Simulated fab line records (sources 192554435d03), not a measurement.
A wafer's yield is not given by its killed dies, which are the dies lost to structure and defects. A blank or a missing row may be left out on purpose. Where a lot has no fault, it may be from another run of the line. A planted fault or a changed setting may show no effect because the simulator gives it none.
Which of the tools did it?	flow n5-finfet	45 wafers from 15 lots sampled at 4 of the route's 1938 steps

WHAT THE GAUGES READ, wafer by wafer
The record lacks any reading of a measuring or inspecting step that a usual standard deviation could be used to judge.

TOOL THAT RAN EACH LOT (tool first, then ch and the chambers of the sampled wafers, then the start)
lot	N5_HKMG_FIN_ALD_72	N5_GATE_CUT_HM_DEP_46	N5_GATE_CUT_DEVELOP_12	N5_GATE_CUT_STRIP_41
L798	cvd-w-02 ch 0,1, day 5 12:39	pecvd-03 ch 0,1,2, day 5 16:46	litho-track-03 ch 0, day 5 17:10	rie-diel-04 ch 0,1,2, day 5 17:34
L799	cvd-w-01 ch 0,1, day 5 14:44	pecvd-02 ch 1,2, day 5 19:12	litho-track-04 ch 0, day 5 19:29	rie-diel-05 ch 1,2,3, day 5 19:56
L800	cvd-w-02 ch 0,1, day 5 21:07	pecvd-03 ch 0,1, day 6 02:29	litho-track-03 ch 0, day 6 02:46	rie-diel-04 ch 0,1,2, day 6 03:34
L801	cvd-w-01 ch 0,1, day 6 03:46	pecvd-03 ch 0,1,2, day 6 07:53	litho-track-04 ch 0, day 6 08:10	rie-diel-04 ch 2,3, day 6 08:41
L802	cvd-w-01 ch 0,1, day 6 11:13	pecvd-04 ch 0,1,2, day 6 15:22	litho-track-03 ch 0, day 6 15:39	rie-diel-05 ch 0,1,3, day 6 16:04
L804	cvd-w-02 ch 0, day 6 21:55	pecvd-04 ch 0,1, day 7 02:18	litho-track-01 ch 0, day 7 02:38	rie-diel-05 ch 2,3, day 7 03:02
L805	cvd-w-02 ch 0,1, day 7 04:56	pecvd-02 ch 0,2, day 7 09:21	litho-track-03 ch 0, day 7 09:38	rie-diel-02 ch 0,1, day 7 10:02
L806	cvd-w-02 ch 0,1, day 7 13:29	pecvd-04 ch 0,1,2, day 7 17:37	litho-track-04 ch 0, day 7 17:53	rie-diel-02 ch 1,2,3, day 7 18:18
L807	cvd-w-02 ch 0,1, day 7 16:17	pecvd-02 ch 0,2, day 7 20:38	litho-track-03 ch 0, day 8 00:51	rie-diel-05 ch 0,1,2, day 8 01:19
L808	cvd-w-01 ch 0,1, day 7 22:33	pecvd-03 ch 0,1,2, day 8 02:41	litho-track-03 ch 0, day 8 02:59	rie-diel-02 ch 0,2,3, day 8 03:38
L810	cvd-w-01 ch 0,1, day 8 08:11	pecvd-04 ch 1,2, day 8 12:19	litho-track-01, day 8 12:35	rie-diel-02 ch 1,2,3, day 8 12:59
L811	cvd-w-01 ch 0,1, day 8 16:32	pecvd-03 ch 0,1,2, day 8 21:49	litho-track-03, day 8 22:05	rie-diel-05 ch 0,1,2, day 8 22:32
L812	cvd-w-02 ch 1, day 8 19:16	pecvd-03 ch 0,1,2, day 8 23:59	litho-track-04, day 9 00:16	rie-diel-02 ch 0,1,2, day 9 00:41
L816	cvd-w-01 ch 0,1, day 9 18:34	pecvd-03 ch 0,1, day 9 22:54	litho-track-03 ch 0, day 9 23:18	rie-diel-02 ch 0,2,3, day 9 23:46
L817	cvd-w-01 ch 0,1, day 10 05:50	pecvd-02 ch 0,1, day 10 10:14	litho-track-01 ch 0, day 10 10:40	rie-diel-05 ch 1,2,3, day 10 11:04
- N5_HKMG_FIN_ALD_72: deposits W, target thk 2 nm, pulse time 1 s, purge time 2 s.
- N5_GATE_CUT_HM_DEP_46: deposits SiO2 from TEOS/O2, target thk 130 nm, time 26.6 s.
- N5_GATE_CUT_DEVELOP_12: develop time 30 s.
- N5_GATE_CUT_STRIP_41: strips in CF4.

WHAT THE TOOLS THEMSELVES READ (means of the sampled wafers that have a number; where no wafer has one, the mark that the record gives instead)
N5_HKMG_FIN_ALD_72.
lot	tool	heater-power-w (W)	precursor-pulse-height-rel
L798	cvd-w-02	480	0.987
L799	cvd-w-01	449	1.018
L800	cvd-w-02	489	0.985
L801	cvd-w-01	454	0.999
L802	cvd-w-01	506	1.015
L804	cvd-w-02	473	1.010
L805	cvd-w-02	509	0.995
L806	cvd-w-02	511	0.987
L807	cvd-w-02	501	0.996
L808	cvd-w-01	507	0.980
L810	cvd-w-01	511	0.987
L811	cvd-w-01	514	1.010
L812	cvd-w-02	532	0.997
L816	cvd-w-01	507	1.003
L817	cvd-w-01	451	1.010

N5_GATE_CUT_HM_DEP_46.
lot	tool	heater-power-w (W)	showerhead-plenum-p-Torr (Torr)	throttle-valve-pct (%)
L798	pecvd-03	683	8.34	18.9
L799	pecvd-02	470	8.35	19.6
L800	pecvd-03	614	8.31	19.6
L801	pecvd-03	580	8.34	19.0
L802	pecvd-04	575	8.33	18.1
L804	pecvd-04	655	8.37	18.3
L805	pecvd-02	587	8.38	18.7
L806	pecvd-04	635	8.34	17.9
L807	pecvd-02	598	8.38	18.7
L808	pecvd-03	680	8.33	19.0
L810	pecvd-04	577	8.32	17.7
L811	pecvd-03	556	8.35	19.0
L812	pecvd-03	666	8.35	19.1
L816	pecvd-03	720	8.30	19.7
L817	pecvd-02	496	8.36	19.1

N5_GATE_CUT_DEVELOP_12.
lot	tool	chill-plate-temp-C (C)
L798	litho-track-03	22.86
L799	litho-track-04	22.99
L800	litho-track-03	23.08
L801	litho-track-04	22.91
L802	litho-track-03	22.99
L804	litho-track-01	22.94
L805	litho-track-03	23.11
L806	litho-track-04	23.03
L807	litho-track-03	23.05
L808	litho-track-03	22.92
L810	litho-track-01	-
L811	litho-track-03	-
L812	litho-track-04	-
L816	litho-track-03	23.01
L817	litho-track-01	22.93

N5_GATE_CUT_STRIP_41.
lot	tool	drypump-motor-current-A (A)	oes-product-au (a.u.)	rf-vpp-V (V)	showerhead-plenum-p-Torr (Torr)	throttle-valve-pct (%)
L798	rie-diel-04	5.4	0.180	271.0	1.79	13.75
L799	rie-diel-05	5.9	0.187	272.1	1.81	13.55
L800	rie-diel-04	5.4	0.174	271.2	1.79	13.75
L801	rie-diel-04	6.2	0.200	273.0	1.85	13.71
L802	rie-diel-05	5.9	0.180	271.1	1.80	13.64
L804	rie-diel-05	5.8	0.198	272.9	1.85	13.41
L805	rie-diel-02	5.3	0.204	270.6	1.78	13.64
L806	rie-diel-02	5.5	0.208	271.0	1.82	13.46
L807	rie-diel-05	5.7	0.170	270.5	1.75	13.73
L808	rie-diel-02	5.7	0.194	271.7	1.81	13.57
L810	rie-diel-02	5.5	0.211	271.3	1.81	13.48
L811	rie-diel-05	5.7	0.168	269.7	1.74	13.76
L812	rie-diel-02	5.5	0.194	271.5	1.82	13.63
L816	rie-diel-02	5.7	0.191	272.2	1.81	13.59
L817	rie-diel-05	5.9	0.180	271.1	1.80	13.63

THE ANSWER, worked out from the rows above alone
Rule: the lots themselves supply what counts as usual. Put in order of their means at a reading, lots are off if they are a third of the lots or fewer, leave a main group of 4 or more, and stand apart from it by a gap of 3 or more times the standard deviation of the main group's means; of several such gaps the widest counts. If all means in a main group match to the digits the tables above print for the reading, that group is not used. A lot without any number at a reading at which 4 lots or more have one is off too. Any other lot the step has rows for is counted as sound. After the gauges, taken in route order, come the tools' own readings; for these a lot's mean is taken, as printed above. At the first step where some lot is off, the reading lying furthest off is the one used; lots without a number count as furthest.
Off: L810, L811, L812 (N5_GATE_CUT_DEVELOP_12, chill-plate-temp-C). Without a number there: L810, L811, L812. Mean 22.98 C and standard deviation 0.072 in the main group.
A tool fits if, at that step or a process step before it, it ran every lot that is off, and no sound lot after the first of them. Not one of the candidates tried fits.

WHAT THE SIMULATOR HAD PUT IN
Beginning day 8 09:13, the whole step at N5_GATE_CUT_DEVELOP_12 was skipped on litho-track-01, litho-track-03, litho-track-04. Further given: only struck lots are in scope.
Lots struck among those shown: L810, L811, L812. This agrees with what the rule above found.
